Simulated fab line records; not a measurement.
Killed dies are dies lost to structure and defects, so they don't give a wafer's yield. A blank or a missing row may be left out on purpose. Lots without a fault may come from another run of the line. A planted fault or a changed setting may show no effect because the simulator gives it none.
Which tool did it? ; flow nand_harc ; 10 lots, 30 wafers sampled, at 3 steps of a route of 1159

## WHAT EACH GAUGE READ, for each wafer
NHARC_P_CONTACT_CD_MEAS_19.
lot;measured;on;cd_nm (nm)
L076;day 6 00:17;cd_sem-03;88.4 86.6 87.6
L078;day 6 13:35;cd_sem-03;88.9 88.6 88.8
L079;day 7 00:55;cd_sem-01;87.3 89.1 87.8
L080;day 7 06:37;cd_sem-03;90.7 90.6 89.3
L082;day 7 17:22;cd_sem-03;89.5 87.3 87.7
L087;day 9 01:42;cd_sem-03;88.4 87.2 90.6
L088;day 9 12:24;cd_sem-01;87.6 88.0 90.2
L090;day 9 23:41;cd_sem-03;91.2 89.9 88.6
L091;day 10 07:52;cd_sem-01;89.0 88.6 88.3
L092;day 10 12:50;cd_sem-02;88.6 90.8 87.3

## TOOL THAT RAN EACH LOT (tool first, then ch and the chambers of the sampled wafers, then the start)
lot;NHARC_P_GATE_ETCH_114;NHARC_P_CONTACT_ETCH_36
L076;rie_diel-02 ch 0,1,3, day 6 00:17 or earlier;rie_diel-13 ch 0,1,2, day 6 00:17 or earlier
L078;rie_diel-11 ch 1,2,3, day 6 13:35 or earlier;rie_diel-05 ch 2,3, day 6 13:35 or earlier
L079;rie_diel-11 ch 1,2,3, day 7 00:55 or earlier;rie_diel-13 ch 0,2,3, day 7 00:55 or earlier
L080;rie_diel-12 ch 0,2,3, day 7 06:37 or earlier;rie_diel-05 ch 1,2,3, day 7 06:37 or earlier
L082;rie_diel-02 ch 1,2,3, day 7 17:22 or earlier;rie_diel-13 ch 2,3, day 7 17:22 or earlier
L087;rie_diel-02 ch 1,2, day 9 01:42 or earlier;rie_diel-13 ch 1,3, day 9 01:42 or earlier
L088;rie_diel-11 ch 0,2,3, day 9 12:24 or earlier;rie_diel-05 ch 0,3, day 9 12:24 or earlier
L090;rie_diel-02 ch 0,2,3, day 9 23:41 or earlier;rie_diel-04 ch 0,1,2, day 9 23:41 or earlier
L091;rie_diel-12 ch 1,2,3, day 10 07:52 or earlier;rie_diel-05 ch 1,2,3, day 10 07:52 or earlier
L092;rie_diel-11 ch 1,2,3, day 10 12:50 or earlier;rie_diel-05 ch 0,1,2, day 10 12:50 or earlier
- NHARC_P_GATE_ETCH_114: etches the open film in CF4/O2, target depth 30 nm, overetch 3 nm, time 16.5 s.
- NHARC_P_CONTACT_ETCH_36: etches the open film in N2/H2, target depth 260 nm, time 406.25 s.

## THE ANSWER, worked out from the rows above alone
Rule: what is usual is taken from the lots themselves. Put in order of their means at a reading, lots are off if they are a third of the lots or fewer, leave a main group of 4 or more, and stand apart from it by a gap of 3 or more times the standard deviation of the main group's means; of several such gaps the widest counts. A main group whose means are all the same, to the digits that the tables above print for the reading, isn't used. Also off: a lot with no number at a reading for which 4 or more lots have one. Any other lot the step has rows for is counted as sound.
None of the lots is off at any reading shown; this tells nothing.

## WHAT THE SIMULATOR PUT IN
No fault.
